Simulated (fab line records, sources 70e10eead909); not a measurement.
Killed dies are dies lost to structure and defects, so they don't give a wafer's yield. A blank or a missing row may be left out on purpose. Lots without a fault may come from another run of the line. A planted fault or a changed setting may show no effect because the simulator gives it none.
fab line records | flow nand_harc
record lots=21 wafers=63 last_day=32
route steps=1302 shown A_DECK1_JOINT@543 A_CHANNEL_HOLE_D2@587 A_CHANNEL_FILL_D2@619
lots that met no fault: from a run of the same line without faults
start_h: hours from the record's first day to the start of the lot's first wafer shown | wait_h: hours since the lot's step before | " the same as in the row above | L1.1+2: a row that stands for several wafers | - no value, or no start given | * or withheld: withheld | < > ~ a bound
route shown NAME@n: a module of which the file shows steps, and the number in the route of the first | usual: mean/standard deviation of fault-free wafers | same: alike in all rows | chamber/n: place in a boat | sites: the reading at each site | _std_site: their standard deviation | _edge_site: outer sites' mean less inner sites' | radius_mm: how far each site lies from the wafer's centre | mask NAME#n: copy n | behind: the tool/chamber that last shaped the wafer | hold: why the lot was held/for how many hours/how that ended | device: the transistor (n, p or np) that didn't switch | end of line: the same wafers' tests at the end of the route | a step without rows: its recipe alone | killed: dies lost to structure and defects at the first sort, not the wafer's yield | map: a wafer's dies, x killed, . not, _ none there
set.NAME: the setting as run; set.NAME@STEP: as run at that earlier step | model.NAME: the simulator's own value behind a step, which no gauge read
steps of the route over a sample of lots; a table a step, a row a wafer
services: from which hour (start_h, from the record's first day; less than 0 if before it) a tool's chamber was out of use, for how many hours, and why
## steps
# step NHARC_A_DECK1_JOINT_THK_MEAS_17
# recipe thk_meas_gauge=ellipsometry
# usual thk_nm=44.8/1.2
# columns lot.wafer tool chamber start_h wait_h thk_nm
L075.3 film_metro-02 - 254.12 0.2 45.0
L075.5 " - " " 45.5
L075.6 " - " " 46.4
L074.2 film_metro-02 - 254.21 0.3 44.1
L074.3 " - " " 45.0
L074.6 " - " " 44.0
L076.2 film_metro-02 - 273.15 0.2 45.3
L076.4 " - " " 44.5
L076.5 " - " " 43.9
L078.1 film_metro-01 - 284.51 0.2 45.7
L078.4 " - " " 45.5
L078.6 " - " " 45.4
L077.3 film_metro-01 - 309.23 0.2 44.1
L077.4 " - " " 45.1
L077.5 " - " " 43.4
L082.2 film_metro-01 - 338.65 0.2 42.6
L082.3 " - " " 42.0
L082.4 " - " " 45.7
L081.1 film_metro-01 - 338.67 0.2 45.0
L081.4 " - " " 45.7
L081.6 " - " " 43.9
L083.1 film_metro-02 - 345.16 0.3 45.7
L083.2 " - " " 46.6
L083.6 " - " " 45.5
L084.1 film_metro-01 - 357.56 0.3 44.9
L084.2 " - " " 42.7
L084.4 " - " " 45.7
L085.1 film_metro-01 - 357.73 0.2 44.3
L085.3 " - " " 45.0
L085.6 " - " " 46.2
L086.2 film_metro-01 - 376.75 0.2 42.2
L086.3 " - " " 44.9
L086.6 " - " " 43.6
L087.1 film_metro-02 - 376.76 0.3 45.2
L087.2 " - " " 41.7
L087.3 " - " " 44.7
L088.2 film_metro-02 - 389.26 0.3 43.4
L088.4 " - " " 45.3
L088.5 " - " " 45.1
L089.3 film_metro-01 - 389.30 0.2 45.6
L089.4 " - " " 45.8
L089.6 " - " " 45.4
L090.3 film_metro-02 - 404.53 0.3 43.1
L090.4 " - " " 43.8
L090.6 " - " " 44.4
L091.1 film_metro-02 - 419.55 0.3 45.4
L091.5 " - " " 45.5
L091.6 " - " " 46.3
L092.3 film_metro-01 - 419.60 0.2 46.2
L092.5 " - " " 47.0
L092.6 " - " " 47.0
L093.2 film_metro-01 - 441.73 0.2 46.0
L093.3 " - " " 44.6
L093.4 " - " " 48.1
L094.4 film_metro-02 - 441.73 0.1 43.7
L094.5 " - " " 46.2
L094.6 " - " " 44.6
L096.1 film_metro-01 - 464.95 0.2 42.1
L096.2 " - " " 43.1
L096.4 " - " " 44.9
L095.2 film_metro-02 - 464.95 0.2 44.8
L095.4 " - " " 45.7
L095.5 " - " " 44.6
# step NHARC_A_CHANNEL_HOLE_D2_ETCH_39
# recipe target_depth_a=2600 over_etch_frac=0.3 time_s=325 ion_energy_ev=200 n2_flow_sccm=150 h2_flow_sccm=150 ar_flow_sccm=0 rf_w=400 bias_w=150 chemistry=N2/H2
# usual drypump_motor_current_A=5.8/0.34 h2_flow_sccm=150.0/0.43 oes_product_au=0.999/0.011 rf_fwd_power_W=399.0/1.3 rf_vpp_V=430.9/2.1 showerhead_plenum_p_Torr=2.05/0.072 throttle_valve_pct=14.171/0.0086
# columns lot.wafer tool chamber start_h wait_h drypump_motor_current_A h2_flow_sccm oes_product_au rf_fwd_power_W rf_hours_counter_h rf_vpp_V showerhead_plenum_p_Torr throttle_valve_pct
L074.3 rie_diel-05 3 - - 5.7 150.1 0.991 400.3 3 431.2 2.08 14.169
L074.2 " 0 " " 6.2 150.1 0.999 398.8 3 429.0 1.98 14.167
L074.6 " 2 " " 5.8 149.8 0.989 400.0 - 433.1 2.12 14.173
L075.3 rie_diel-06 0 - - 5.5 150.0 0.998 400.1 9 428.1 1.98 14.169
L075.5 " 0 " " 5.5 149.9 1.000 398.8 - 428.5 1.98 14.173
L075.6 " 1 " " 5.8 149.7 0.990 399.0 - 429.2 2.04 14.158
L076.2 rie_diel-05 0 - - 6.2 149.6 1.000 399.1 4 427.5 1.98 14.174
L076.4 " 1 " " 5.8 149.9 0.997 396.6 4 433.3 2.11 14.169
L076.5 " 3 " " 5.7 149.8 0.989 399.6 - 431.8 2.08 14.160
L078.4 rie_diel-06 2 - - 5.9 150.3 1.016 400.1 0 434.5 2.15 14.162
L078.1 " 3 " " 5.2 150.8 1.004 397.5 0 428.6 1.93 14.184
L078.6 " 1 " " 5.8 150.8 1.008 397.6 - 429.9 2.04 14.159
L077.4 rie_diel-05 1 - - 5.8 149.8 0.991 397.8 6 433.1 2.11 14.191
L077.3 " 2 " " 5.8 150.9 0.998 396.5 6 433.2 2.12 14.169
L077.5 " 2 " " 5.8 150.8 0.996 396.2 - 433.4 2.12 14.174
L081.1 rie_diel-05 3 - - 5.7 149.4 0.988 399.1 11 432.3 2.08 14.183
L081.4 " 0 " " 6.2 150.2 0.996 400.5 11 427.7 1.98 14.161
L081.6 " 2 " " 5.8 149.9 1.001 399.7 - 432.4 2.12 14.180
L082.2 rie_diel-05 1 - - 5.8 150.4 0.996 397.7 11 433.0 2.11 14.176
L082.3 " 3 " " 5.7 149.7 0.995 400.5 11 431.9 2.08 14.174
L082.4 " 0 " " 6.2 149.2 0.991 400.0 12 428.3 1.98 14.178
L083.1 rie_diel-05 2 - - 5.8 150.1 0.999 398.3 9 432.2 2.12 14.175
L083.2 " 1 " " 5.8 149.6 0.995 396.5 12 432.3 2.11 14.160
L083.6 " 3 " " 5.7 150.5 0.992 397.5 - 432.9 2.08 14.158
L084.4 rie_diel-06 1 - - 5.8 150.4 1.007 399.6 3 431.4 2.04 14.164
L084.2 " 2 " " 5.9 150.6 1.021 401.0 3 433.1 2.15 14.170
L084.1 " 3 " " 5.3 149.6 1.010 398.7 3 427.3 1.92 14.181
L085.1 rie_diel-05 0 - - 6.2 150.0 0.998 400.4 13 427.8 1.98 14.170
L085.3 " 1 " " 5.8 150.1 1.007 397.1 12 432.0 2.11 14.172
L085.6 " 0 " " 6.2 149.4 0.988 402.4 - 428.4 1.98 14.178
L087.1 rie_diel-06 0 - - 5.5 150.2 1.016 399.9 4 428.9 1.98 14.167
L087.3 " 1 " " 5.8 149.7 0.999 399.9 5 430.2 2.04 14.169
L087.2 " 2 " " 5.9 150.0 1.015 401.2 4 432.9 2.15 14.175
L086.3 rie_diel-05 2 - - 5.8 150.3 1.006 396.8 0 433.1 2.12 14.159
L086.2 " 1 " " 5.8 150.3 0.991 400.3 0 432.2 2.11 14.176
L086.6 " 2 " " 5.8 150.7 1.011 397.6 - 432.2 2.12 14.160
L088.4 rie_diel-10 3 - - 6.2 149.5 0.992 398.7 0 432.7 2.05 14.170
L088.2 " 0 " " 6.6 150.3 0.999 398.4 0 429.9 2.01 14.171
L088.5 " 3 " " 6.2 150.5 0.979 399.3 - 432.5 2.05 14.165
L089.3 rie_diel-05 1 - - 5.8 149.7 1.003 399.2 1 433.2 2.11 14.171
L089.4 " 0 " " 6.2 150.5 0.988 401.2 1 428.1 1.98 14.175
L089.6 " 1 " " 5.8 149.9 0.998 398.2 - 432.7 2.11 14.167
L090.3 rie_diel-10 0 - - 6.6 150.1 0.987 397.7 1 429.3 2.01 14.177
L090.4 " 1 " " 6.4 149.4 1.004 398.9 1 433.6 2.12 14.174
L090.6 " 3 " " 6.2 150.1 0.976 399.9 - 431.2 2.05 14.167
L092.3 rie_diel-05 1 - - 5.8 150.1 1.005 395.1 2 434.1 2.11 14.169
L092.5 " 1 " " 5.8 149.6 0.999 398.1 - 431.3 2.11 14.176
L092.6 " 2 " " 5.8 150.4 1.003 398.8 - 434.0 2.12 14.163
L091.1 rie_diel-06 2 - - 5.9 150.5 1.004 398.8 6 433.6 2.15 14.164
L091.5 " 0 " " 5.5 149.4 1.000 397.8 - 429.7 1.98 14.168
L091.6 " 1 " " 5.8 150.2 1.017 399.1 - 430.5 2.04 14.171
L094.4 rie_diel-05 1 - - 5.8 148.9 1.003 397.1 - 432.2 2.11 14.179
L094.5 " 2 " " 5.8 149.5 1.012 402.3 - 433.1 2.12 14.167
L094.6 " 3 " " 5.8 149.7 0.995 398.5 - 431.4 2.08 14.172
L093.4 rie_diel-10 1 - - 6.4 149.8 0.988 398.3 4 433.2 2.12 14.158
L093.2 " 2 " " 5.3 149.5 1.012 398.8 5 427.6 1.94 14.180
L093.3 " 0 " " 6.6 150.0 0.995 401.3 4 428.8 2.00 14.161
L095.2 rie_diel-10 3 - - 6.2 149.3 0.986 398.7 6 431.3 2.05 14.181
L095.4 " 3 " " 6.2 148.9 0.978 398.0 - 431.8 2.05 14.162
L095.5 " 1 " " 6.4 149.8 0.994 398.9 - 432.2 2.12 14.182
L096.2 rie_diel-06 0 - - 5.5 150.2 1.003 398.9 1 428.5 1.97 14.156
L096.1 " 3 " " 5.2 150.5 1.005 399.1 1 426.9 1.92 14.178
L096.4 " 1 " " 5.8 149.8 0.983 399.8 - 432.0 2.04 14.163
# step NHARC_A_CHANNEL_HOLE_D2_ETCH_34
# recipe target_depth_a=1540 time_s=77 cf4_flow_sccm=100 chf3_flow_sccm=30 ar_flow_sccm=0 rf_w=500 bias_w=200 chemistry=CF4/CHF3
# usual drypump_motor_current_A=5.8/0.36 oes_product_au=0.959/0.02 rf_fwd_power_W=496.0/2 rf_vpp_V=370.9/2 showerhead_plenum_p_Torr=1.58/0.051 throttle_valve_pct=16.802/0.0096
# columns lot.wafer tool chamber start_h wait_h drypump_motor_current_A oes_product_au rf_fwd_power_W rf_hours_counter_h rf_vpp_V showerhead_plenum_p_Torr throttle_valve_pct
L074.2 rie_diel-05 1 - - 5.8 0.965 494.2 3 372.8 1.62 16.810
L074.3 " 2 " " 5.8 0.966 496.2 3 372.9 1.63 16.807
L074.6 " 3 " " 5.8 0.944 495.7 - 370.5 1.61 16.794
L075.3 rie_diel-06 0 - - 5.5 0.930 496.3 9 367.8 1.53 16.790
L075.6 " 1 " " 5.8 0.924 497.3 - 370.0 1.58 16.811
L075.5 " 2 " " 5.9 0.937 496.8 - 372.7 1.65 16.812
L076.2 rie_diel-05 0 - - 6.1 0.949 497.9 4 371.3 1.53 16.798
L076.4 " 1 " " 5.8 0.946 494.8 4 372.8 1.62 16.804
L076.5 " 0 " " 6.1 0.952 495.7 - 368.1 1.53 16.800
L078.4 rie_diel-06 1 - - 5.8 0.982 496.9 0 371.5 1.58 16.802
L078.1 " 3 " " 5.2 0.966 497.6 0 368.8 1.49 16.791
L078.6 " 2 " " 5.9 0.968 495.9 - 373.7 1.65 16.807
L077.3 rie_diel-05 2 - - 5.8 0.961 496.2 6 374.5 1.63 16.795
L077.4 " 0 " " 6.2 0.950 494.8 7 370.7 1.53 16.829
L077.5 " 2 " " 5.8 0.972 497.2 - 373.6 1.63 16.812
L081.1 rie_diel-05 3 - - 5.7 0.977 495.6 11 373.3 1.60 16.807
L081.4 " 1 " " 5.8 0.963 491.1 10 372.0 1.62 16.812
L081.6 " 0 " " 6.2 0.946 495.0 - 368.4 1.53 16.814
L082.3 rie_diel-05 3 - - 5.8 0.954 497.8 11 372.3 1.60 16.799
L082.2 " 0 " " 6.2 0.957 492.5 12 370.4 1.53 16.793
L082.4 " 1 " " 5.8 0.977 496.1 11 371.8 1.62 16.793
L083.2 rie_diel-05 0 - - 6.2 0.933 494.0 12 370.3 1.53 16.808
L083.1 " 2 " " 5.8 0.948 493.9 9 373.9 1.63 16.794
L083.6 " 3 " " 5.8 0.930 493.7 - 370.8 1.60 16.807
L084.1 rie_diel-06 3 - - 5.2 0.988 499.8 3 368.6 1.49 16.812
L084.2 " 0 " " 5.5 0.990 498.7 3 369.7 1.53 16.814
L084.4 " 1 " " 5.8 0.973 497.1 4 370.2 1.58 16.790
L085.1 rie_diel-05 2 - - 5.8 0.976 494.0 9 372.4 1.63 16.801
L085.3 " 0 " " 6.2 0.962 494.3 13 368.3 1.53 16.809
L085.6 " 3 " " 5.7 0.971 496.7 - 372.2 1.60 16.805
L087.1 rie_diel-06 3 - - 5.2 0.961 497.9 4 367.7 1.49 16.819
L087.3 " 1 " " 5.8 0.964 494.5 5 370.4 1.57 16.796
L087.2 " 2 " " 5.9 0.969 497.3 4 374.2 1.65 16.817
L086.3 rie_diel-05 0 - - 6.2 0.969 496.6 0 368.2 1.53 16.800
L086.2 " 2 " " 5.8 0.999 496.2 0 371.8 1.63 16.809
L086.6 " 3 " " 5.7 0.959 494.5 - 371.4 1.60 16.787
L088.2 rie_diel-10 2 - - 5.3 0.972 498.6 0 367.0 1.50 16.791
L088.4 " 1 " " 6.4 0.964 494.9 0 372.5 1.63 16.803
L088.5 " 3 " " 6.2 0.953 497.5 - 371.3 1.58 16.814
L089.4 rie_diel-05 0 - - 6.1 0.976 496.7 1 369.7 1.53 16.800
L089.3 " 3 " " 5.8 0.962 496.5 1 370.8 1.60 16.805
L089.6 " 1 " " 5.8 0.994 492.0 - 373.1 1.62 16.805
L090.3 rie_diel-10 0 - - 6.6 0.996 498.2 1 369.4 1.55 16.811
L090.4 " 2 " " 5.3 0.970 501.2 2 369.3 1.50 16.799
L090.6 " 0 " " 6.6 1.002 496.4 - 367.5 1.55 16.809
L092.3 rie_diel-05 2 - - 5.8 0.975 497.0 2 372.5 1.63 16.827
L092.5 " 3 " " 5.7 0.948 492.3 - 372.6 1.60 16.792
L092.6 " 1 " " 5.8 0.975 493.9 - 373.0 1.62 16.789
L091.1 rie_diel-06 0 - - 5.5 0.982 498.1 6 368.3 1.53 16.790
L091.5 " 2 " " 5.9 0.969 498.0 - 373.9 1.65 16.798
L091.6 " 3 " " 5.2 0.975 498.5 - 365.8 1.49 16.799
L094.5 rie_diel-05 1 - - 5.8 0.965 494.9 - 372.0 1.62 16.820
L094.6 " 2 " " 5.8 0.976 493.4 - 372.5 1.63 16.817
L094.4 " 3 " " 5.7 0.944 495.2 - 370.6 1.60 16.807
L093.2 rie_diel-10 0 - - 6.6 0.968 496.7 5 370.2 1.55 16.793
L093.4 " 1 " " 6.4 0.963 497.0 4 373.8 1.63 16.804
L093.3 " 3 " " 6.2 0.936 498.9 5 372.2 1.58 16.799
L095.2 rie_diel-10 3 - - 6.2 0.909 494.2 6 369.5 1.58 16.799
L095.5 " 2 " " 5.3 0.951 497.0 - 366.0 1.50 16.802
L095.4 " 3 " " 6.2 0.924 495.5 - 373.3 1.58 16.809
L096.1 rie_diel-06 0 - - 5.5 0.962 495.4 1 369.9 1.53 16.802
L096.2 " 1 " " 5.8 0.938 497.8 1 370.0 1.57 16.797
L096.4 " 1 " " 5.8 0.958 495.0 - 370.3 1.57 16.800
# step NHARC_A_CHANNEL_HOLE_D2_ETCH_22
# recipe bias_v=3000 source_w=withheld pressure_mtorr=20 time_s=666.7 ar_flow_sccm=375 c4f8_flow_sccm=89.3 o2_flow_sccm=35.7 temp_c=-20 target_depth_a=16000 chemistry=C4F8/O2/Ar
# usual c4f8_flow_sccm=89.3/0.31 drypump_motor_current_A=6.38/0.21 showerhead_plenum_p_Torr=3.68/0.18 throttle_valve_pct=32.156/0.0088
# columns lot.wafer tool chamber start_h wait_h c4f8_flow_sccm drypump_motor_current_A rf_hours_counter_h showerhead_plenum_p_Torr throttle_valve_pct
L074.2 har_etch-01 0 274.95 0.4 89.5 6.50 157 3.68 32.151
L074.3 " 1 " " 89.3 6.52 - 3.60 32.160
L074.6 " 0 " " 89.5 6.47 - 3.68 32.145
L075.3 har_etch-02 0 276.25 0.4 89.6 6.48 - 3.47 32.165
L075.6 " 1 " " 88.7 6.00 - 3.39 32.178
L075.5 " 0 " " 89.7 6.50 - 3.47 32.152
L076.2 har_etch-02 0 296.10 0.8 89.7 6.47 - 3.46 32.164
L076.4 " 0 " " 89.1 6.49 - 3.46 32.160
L076.5 " 0 " " 89.1 6.47 - 3.46 32.164
L078.1 har_etch-02 1 307.65 0.4 89.4 5.96 369 3.93 32.156
L078.4 " 0 " " 89.6 6.48 - 3.46 32.163
L078.6 " 1 " " 89.4 5.99 - 3.93 32.156
L077.4 har_etch-02 1 329.25 0.4 89.0 6.01 - 3.93 32.160
L077.3 " 0 " " 89.1 6.51 - 3.45 32.162
L077.5 " 1 " " 89.5 6.00 - 3.93 32.156
L081.1 har_etch-01 1 362.97 0.4 89.8 6.55 210 3.57 32.171
L081.4 " 1 " " 89.5 6.50 - 3.57 32.151
L081.6 " 0 " " 89.4 6.48 - 3.65 32.153
L082.2 har_etch-01 1 367.13 0.4 88.7 6.50 214 3.57 32.152
L082.4 " 0 " " 88.9 6.45 - 3.65 32.170
L082.3 " 1 " " 89.1 6.51 - 3.57 32.148
L083.2 har_etch-01 1 371.23 0.4 88.9 6.53 218 3.57 32.144
L083.1 " 0 " " 89.5 6.49 218 3.64 32.164
L083.6 " 0 " " 89.7 6.51 - 3.64 32.146
L084.1 har_etch-02 0 379.52 0.4 89.7 6.45 5 3.93 32.158
L084.2 " 1 " " 88.9 5.98 5 3.91 32.158
L084.4 " 1 " " 89.4 6.00 - 3.91 32.150
L085.1 har_etch-01 0 379.57 0.4 88.9 6.45 226 3.64 32.161
L085.3 " 1 " " 89.1 6.51 - 3.56 32.139
L085.6 " 0 " " 88.9 6.46 - 3.64 32.168
L087.2 har_etch-02 1 398.41 0.4 89.0 5.99 16 3.90 32.150
L087.1 " 0 " " 89.7 6.47 16 3.92 32.152
L087.3 " 0 " " 90.0 6.46 - 3.92 32.164
L086.2 har_etch-01 1 400.38 0.4 89.5 6.52 237 3.56 32.158
L086.3 " 1 " " 89.9 6.52 - 3.56 32.150
L086.6 " 1 " " 89.4 6.51 - 3.56 32.138
L088.2 har_etch-02 1 411.12 0.4 89.3 6.01 24 3.90 32.162
L088.4 " 1 " " 89.3 6.01 - 3.90 32.163
L088.5 " 1 " " 89.0 6.00 - 3.90 32.144
L089.3 har_etch-01 1 411.71 0.4 89.5 6.51 - 3.55 32.158
L089.4 " 0 " " 89.4 6.49 - 3.63 32.174
L089.6 " 0 " " 89.3 6.48 - 3.63 32.156
L090.4 har_etch-02 0 425.00 0.4 88.8 6.48 - 3.92 32.164
L090.3 " 1 " " 88.9 6.01 - 3.90 32.160
L090.6 " 1 " " 88.8 6.01 - 3.90 32.153
L091.1 har_etch-01 1 438.98 0.4 90.0 6.53 260 3.54 32.160
L091.5 " 0 " " 89.8 6.47 - 3.62 32.157
L091.6 " 1 " " 89.5 6.53 - 3.54 32.156
L092.3 har_etch-02 0 441.29 0.4 88.8 6.48 - 3.91 32.148
L092.6 " 1 " " 89.3 6.02 - 3.89 32.144
L092.5 " 0 " " 89.3 6.48 - 3.91 32.162
L094.4 har_etch-01 0 467.57 0.4 89.4 6.41 - 3.61 32.159
L094.5 " 1 " " 89.1 6.51 - 3.54 32.154
L094.6 " 0 " " 89.2 6.49 - 3.61 32.168
L093.2 har_etch-02 0 470.17 0.4 89.6 6.51 58 3.90 32.162
L093.3 " 0 " " 89.5 6.48 - 3.90 32.156
L093.4 " 1 " " 89.4 5.96 - 3.88 32.161
L095.2 har_etch-01 1 487.71 0.4 89.1 6.52 283 3.53 32.160
L095.4 " 0 " " 89.4 6.47 - 3.61 32.164
L095.5 " 0 " " 89.3 6.46 - 3.61 32.160
L096.1 har_etch-02 0 487.84 0.4 89.3 6.52 66 3.90 32.150
L096.2 " 1 " " 89.0 6.01 66 3.88 32.170
L096.4 " 1 " " 89.0 6.00 - 3.88 32.145
# step NHARC_A_CHANNEL_FILL_D2_ETCHBACK_19
# recipe target_depth_a=50 time_s=1.7 hbr_flow_sccm=150 cl2_flow_sccm=50 rf_w=400 icp_w=400 bias_w=100 chemistry=HBr/Cl2
# usual drypump_motor_current_A=5.7/0.44 oes_product_au=0.997/0.01 rf_fwd_power_W=390.0/1.3 throttle_valve_pct=26.406/0.0089
# columns lot.wafer tool chamber start_h wait_h drypump_motor_current_A oes_product_au rf_fwd_power_W rf_hours_counter_h throttle_valve_pct
L074.3 rie_si-02 2 303.93 0.4 5.6 0.986 391.3 0.32 26.409
L074.2 " 0 " " 5.2 0.996 390.7 0.28 26.411
L074.6 " 2 " " 5.6 0.973 388.4 - 26.415
L075.3 rie_si-04 2 303.96 0.4 4.9 0.980 387.2 0.84 26.403
L075.5 " 0 " " 5.8 0.988 390.0 - 26.396
L075.6 " 1 " " 5.0 0.994 388.3 - 26.390
L076.2 rie_si-01 0 330.97 0.4 5.3 1.008 392.5 0.95 26.401
L076.4 " 2 " " 5.8 0.998 391.9 0.84 26.404
L076.5 " 0 " " 5.3 1.007 390.7 - 26.414
L078.4 rie_si-02 3 336.20 0.4 6.0 1.005 389.3 0.56 26.408
L078.1 " 0 " " 5.2 0.992 389.5 0.49 26.411
L078.6 " 1 " " 5.4 0.996 389.4 - 26.384
L077.3 rie_si-02 3 358.41 0.4 6.0 1.007 391.9 0.66 26.398
L077.4 " 0 " " 5.2 0.986 390.8 0.61 26.402
L077.5 " 1 " " 5.4 1.006 389.8 - 26.403
L081.4 rie_si-04 0 391.93 0.4 5.8 1.007 390.8 0.31 26.387
L081.1 " 1 " " 5.0 1.003 387.6 0.36 26.411
L081.6 " 1 " " 5.0 1.006 390.6 - 26.403
L082.2 rie_si-01 2 397.49 0.4 5.8 0.994 390.1 0.24 26.423
L082.4 " 3 " " 6.3 0.986 390.7 0.18 26.401
L082.3 " 0 " " 5.3 1.009 391.5 0.24 26.406
L083.1 rie_si-04 0 397.52 0.4 5.8 0.996 390.5 0.34 26.389
L083.2 " 2 " " 4.9 0.993 387.8 0.45 26.396
L083.6 " 0 " " 5.8 1.002 391.5 - 26.409
L085.3 rie_si-02 2 408.56 0.4 5.7 0.987 389.1 0.94 26.410
L085.1 " 1 " " 5.4 0.996 389.2 0.95 26.420
L085.6 " 3 " " 6.0 1.001 391.1 - 26.410
L084.1 rie_si-04 0 408.56 0.4 5.8 1.002 390.3 0.38 26.405
L084.2 " 1 " " 5.0 1.005 389.0 0.43 26.405
L084.4 " 3 " " 6.5 0.996 391.0 0.45 26.405
L087.3 rie_si-01 1 426.96 0.4 6.2 0.993 389.8 0.47 26.402
L087.2 " 2 " " 5.8 0.994 390.0 0.47 26.403
L087.1 " 0 " " 5.3 1.018 389.4 0.45 26.398
L086.2 rie_si-04 3 426.96 0.4 6.4 1.008 389.3 0.49 26.397
L086.3 " 1 " " 5.0 1.008 392.5 0.47 26.398
L086.6 " 3 " " 6.4 0.998 390.0 - 26.426
L089.3 rie_si-02 0 440.48 0.4 5.2 0.989 387.5 0 26.407
L089.4 " 2 " " 5.6 1.006 389.9 0 26.408
L089.6 " 0 " " 5.2 0.985 389.3 - 26.403
L088.2 rie_si-01 2 440.48 0.4 5.8 0.993 388.9 0.57 26.406
L088.4 " 0 " " 5.3 1.004 392.2 0.54 26.401
L088.5 " 2 " " 5.8 0.984 389.1 - 26.396
L090.4 rie_si-02 2 453.91 0.4 5.6 1.014 389.7 0.02 26.406
L090.3 " 1 " " 5.4 1.021 392.0 0.04 26.402
L090.6 " 2 " " 5.6 1.000 390.7 - 26.408
L092.3 rie_si-01 3 471.43 0.4 6.3 0.997 389.9 0.70 26.404
L092.6 " 2 " " 5.8 1.002 391.0 - 26.402
L092.5 " 3 " " 6.3 0.991 389.3 - 26.404
L091.1 rie_si-02 1 471.46 0.4 5.4 1.013 392.0 0.07 26.400
L091.5 " 2 " " 5.6 1.008 389.9 - 26.401
L091.6 " 3 " " 6.0 0.998 389.6 - 26.412
L094.4 rie_si-02 2 498.72 0.4 5.6 0.998 392.2 0.24 26.401
L094.5 " 2 " " 5.6 1.005 391.6 - 26.435
L094.6 " 3 " " 6.0 0.998 389.7 - 26.406
L093.4 rie_si-01 2 498.74 0.4 5.8 1.012 390.5 0.97 26.401
L093.2 " 3 " " 6.3 0.993 390.7 0.91 26.406
L093.3 " 0 " " 5.4 1.022 388.2 0.85 26.402
L096.4 rie_si-02 2 518.22 0.4 5.6 0.992 388.9 0.31 26.410
L096.1 " 3 " " 6.0 0.998 387.8 0.35 26.403
L096.2 " 0 " " 5.2 0.996 392.3 0.30 26.388
L095.4 rie_si-04 1 518.22 0.4 5.0 1.010 390.6 0.02 26.390
L095.2 " 3 " " 6.5 0.999 390.2 0.05 26.391
L095.5 " 1 " " 5.0 0.996 391.4 - 26.406
# step NHARC_A_CHANNEL_FILL_D2_ETCHBACK_08
# recipe target_depth_a=2200 time_s=110 c4f8_flow_sccm=20 ar_flow_sccm=withheld rf_w=600 bias_w=300 chemistry=C4F8
# usual oes_product_au=0.96/0.038 rf_fwd_power_W=596.0/2.1 rf_vpp_V=439.6/2.9
# columns lot.wafer tool chamber start_h wait_h oes_product_au rf_fwd_power_W rf_hours_counter_h rf_vpp_V
L074.2 rie_diel-11 2 - - 0.98 596.8 2 436.2
L074.3 " 0 " " 0.98 598.2 2 444.8
L074.6 " 2 " " 0.97 599.1 - 437.4
L075.3 rie_diel-11 2 - - 0.98 597.2 2 438.9
L075.6 " 1 " " 0.99 594.8 - 443.0
L075.5 " 2 " " 1.00 596.8 - 435.8
L076.2 rie_diel-13 0 - - 1.00 594.0 0 438.2
L076.4 " 1 " " 1.01 596.9 0 437.0
L076.5 " 1 " " 1.01 594.9 - 439.0
L078.1 rie_diel-11 1 - - 0.93 595.3 3 442.8
L078.4 " 3 " " 0.91 598.8 2 438.1
L078.6 " 0 " " 0.91 595.6 - 443.7
L077.3 rie_diel-11 2 - - 1.00 598.6 3 436.8
L077.4 " 3 " " 0.99 597.3 3 437.2
L077.5 " 2 " " 0.98 598.1 - 437.6
L081.1 rie_diel-13 3 - - 0.97 594.5 2 438.3
L081.6 " 0 " " 0.99 596.3 - 437.7
L081.4 " 2 " " 0.95 595.4 - 442.9
L082.3 rie_diel-13 0 - - 0.93 598.3 2 437.2
L082.2 " 2 " " 0.91 593.0 3 443.9
L082.4 " 0 " " 0.93 595.7 - 438.0
L083.1 rie_diel-02 2 - - 0.99 596.8 6 438.1
L083.2 " 3 " " 1.00 597.2 6 438.2
L083.6 " 0 " " 1.00 594.1 - 436.7
L084.2 rie_diel-13 2 - - 0.92 592.4 3 442.3
L084.1 " 3 " " 0.93 597.4 3 438.0
L084.4 " 3 " " 0.92 595.7 - 438.3
L085.1 rie_diel-11 3 - - 0.99 598.3 0 437.0
L085.3 " 0 " " 1.00 596.4 0 445.3
L085.6 " 3 " " 0.99 598.2 - 437.3
L086.2 rie_diel-11 1 - - 0.94 593.6 0 443.0
L086.3 " 0 " " 0.93 597.4 1 445.8
L086.6 " 2 " " 0.92 595.4 - 436.0
L087.3 rie_diel-13 1 - - 1.00 597.3 2 438.7
L087.1 " 2 " " 0.92 594.4 4 442.3
L087.2 " 3 " " 0.92 595.5 4 437.1
L088.2 rie_diel-13 2 - - 0.92 596.0 5 442.1
L088.4 " 3 " " 0.93 598.3 4 437.8
L088.5 " 0 " " 0.92 594.3 - 438.8
L089.3 rie_diel-02 0 - - 1.01 597.6 14 437.6
L089.4 " 1 " " 1.01 597.3 - 439.8
L089.6 " 3 " " 1.00 594.8 - 439.9
L090.3 rie_diel-11 1 - - 1.01 593.0 1 444.2
L090.4 " 0 " " 1.00 597.7 2 444.7
L090.6 " 2 " " 0.99 593.5 - 436.6
L091.1 rie_diel-13 2 - - 0.92 594.2 6 442.8
L091.6 " 2 " " 0.92 592.7 - 442.9
L091.5 " 3 " " 0.94 595.5 - 437.0
L092.3 rie_diel-02 1 - - 1.02 594.3 18 439.2
L092.5 " 0 " " 1.00 595.7 - 436.3
L092.6 " 1 " " 1.02 596.1 - 437.7
L094.4 rie_diel-11 1 - - 0.93 593.6 3 441.5
L094.5 " 1 " " 0.93 592.8 - 441.2
L094.6 " 2 " " 0.91 594.5 - 438.2
L093.3 rie_diel-11 0 - - 0.97 596.5 3 444.8
L093.2 " 1 " " 0.98 595.7 3 441.7
L093.4 " 2 " " 0.97 595.2 3 436.1
L095.2 rie_diel-11 2 - - 1.00 594.4 3 437.2
L095.4 " 1 " " 1.00 594.7 3 440.7
L095.5 " 2 " " 1.01 595.2 - 436.8
L096.1 rie_diel-13 3 - - 0.98 595.6 1 436.3
L096.4 " 0 " " 0.97 594.7 1 437.2
L096.2 " 2 " " 0.98 596.9 1 442.5
## services
# columns tool chamber start_h hours kind
rie_si-02 - 253.00 9.0 pm
rie_diel-11 2 256.34 10.3 repair
rie_diel-10 0 263.17 4.4 repair
rie_diel-05 0 273.77 4.3 repair
rie_diel-05 3 274.65 1.6 repair
rie_diel-06 - 283.21 9.0 pm
rie_diel-10 0 287.13 7.7 repair
rie_diel-11 - 296.29 0.6 repair
rie_diel-05 3 299.85 8.7 repair
rie_diel-05 0 336.99 3.2 repair
rie_si-02 1 339.40 1.5 repair
rie_diel-05 2 342.48 4.2 repair
har_etch-02 - 357.48 17.0 pm
rie_diel-05 1 363.69 1.4 repair
rie_diel-05 - 382.60 9.0 pm
rie_diel-11 - 408.50 9.0 pm
rie_diel-06 2 418.66 10.4 repair
rie_diel-11 1 421.65 16.5 repair
rie_diel-05 0 424.21 52.0 repair
rie_si-02 - 430.00 9.0 pm
rie_diel-05 2 455.23 1.5 repair
rie_diel-06 - 460.21 9.0 pm
rie_diel-06 2 475.92 19.0 repair
rie_diel-05 0 526.73 8.2 repair
## key
fault none
